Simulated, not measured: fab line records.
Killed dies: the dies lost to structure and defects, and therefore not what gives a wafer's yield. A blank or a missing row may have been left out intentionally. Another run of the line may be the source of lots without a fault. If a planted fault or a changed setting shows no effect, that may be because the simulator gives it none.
Chamber matching + flow n5_finfet + N5_BEOL_M0_TRENCH_ETCH_107 on rie_diel-04 has 4 sister chambers
The step etches SiOC in C4F6/O2, target depth 32.8 nm, time 16.4 s. 20 wafers are shown with their chamber, then 10 later ones without.

WAFERS, EACH WITH ITS CHAMBER
| wafer  | chamber | drypump_motor_current_A (A) | rf_vpp_V (V) | showerhead_plenum_p_Torr (Torr) |
|--------|---------|-----------------------------|--------------|---------------------------------|
| L076.3 | 2       | 4.7                         | 674          | 2.89                            |
| L076.5 | 3       | 5.5                         | 677          | 2.93                            |
| L076.6 | 0       | 6.1                         | 668          | 2.81                            |
| L079.2 | 0       | 6.2                         | 668          | 2.81                            |
| L079.3 | 3       | 5.5                         | 677          | 2.92                            |
| L079.6 | 1       | 5.4                         | 657          | 2.74                            |
| L080.1 | 3       | 5.5                         | 676          | 2.92                            |
| L080.2 | 0       | 6.1                         | 668          | 2.81                            |
| L080.3 | 2       | 4.7                         | 674          | 2.89                            |
| L082.4 | 3       | 5.5                         | 677          | 2.92                            |
| L082.5 | 0       | 6.1                         | 669          | 2.81                            |
| L082.6 | 1       | 5.4                         | 657          | 2.73                            |
| L085.2 | 3       | 5.5                         | 676          | 2.92                            |
| L085.3 | 2       | 4.7                         | 674          | 2.89                            |
| L085.4 | 0       | 6.1                         | 669          | 2.80                            |
| L089.3 | 1       | 5.4                         | 655          | 2.73                            |
| L089.4 | 2       | 4.7                         | 674          | 2.88                            |
| L089.6 | 1       | 5.4                         | 655          | 2.73                            |
| L093.2 | 3       | 5.5                         | 677          | 2.91                            |
| L093.4 | 0       | 6.2                         | 667          | 2.79                            |

SIGNATURES (averages over the wafers above)
| reading                  | chamber 0 | chamber 1 | chamber 2 | chamber 3 | scatter within a chamber |
|--------------------------|-----------|-----------|-----------|-----------|--------------------------|
| drypump_motor_current_A  | 6.133     | 5.400     | 4.700     | 5.500     | 0.0289                   |
| rf_vpp_V                 | 668.17    | 656.00    | 674.00    | 676.67    | 0.714                    |
| showerhead_plenum_p_Torr | 2.8050    | 2.7325    | 2.8875    | 2.9200    | 0.00661                  |
Rule: distance of a wafer from a chamber = root of the sum over the readings of ((wafer's reading minus chamber's mean) / reading's scatter) squared. The wafer belongs to the nearest chamber; if the next one is less than 2 further off, it can't be placed. The scatter is the square root of a quotient: the sum, over the shown wafers, of each reading's squared deviation from its chamber's mean, divided by wafers minus chambers.

WAFERS WITHOUT THEIR CHAMBER
| wafer  | drypump_motor_current_A (A) | rf_vpp_V (V) | showerhead_plenum_p_Torr (Torr) |
|--------|-----------------------------|--------------|---------------------------------|
| L093.5 | 5.5                         | 676          | 2.91                            |
| L094.3 | 5.3                         | 656          | 2.72                            |
| L094.4 | 5.5                         | 678          | 2.91                            |
| L094.5 | 5.5                         | 676          | 2.91                            |
| L095.2 | 6.1                         | 669          | 2.79                            |
| L095.3 | 5.5                         | 677          | 2.91                            |
| L095.5 | 5.5                         | 678          | 2.91                            |
| L096.2 | 5.4                         | 656          | 2.72                            |
| L096.4 | 4.7                         | 674          | 2.87                            |
| L096.6 | 4.7                         | 676          | 2.87                            |

EACH ONE'S CHAMBER
| wafer  | from the rows above | in truth |
|--------|---------------------|----------|
| L093.5 | 3                   | 3        |
| L094.3 | 1                   | 1        |
| L094.4 | 3                   | 3        |
| L094.5 | 3                   | 3        |
| L095.2 | 0                   | 0        |
| L095.3 | 3                   | 3        |
| L095.5 | 3                   | 3        |
| L096.2 | 1                   | 1        |
| L096.4 | 2                   | 2        |
| L096.6 | 2                   | 2        |
Correct placement for 10 of the 10. From these rows, 0 cannot be placed. Number placed wrongly: 0.
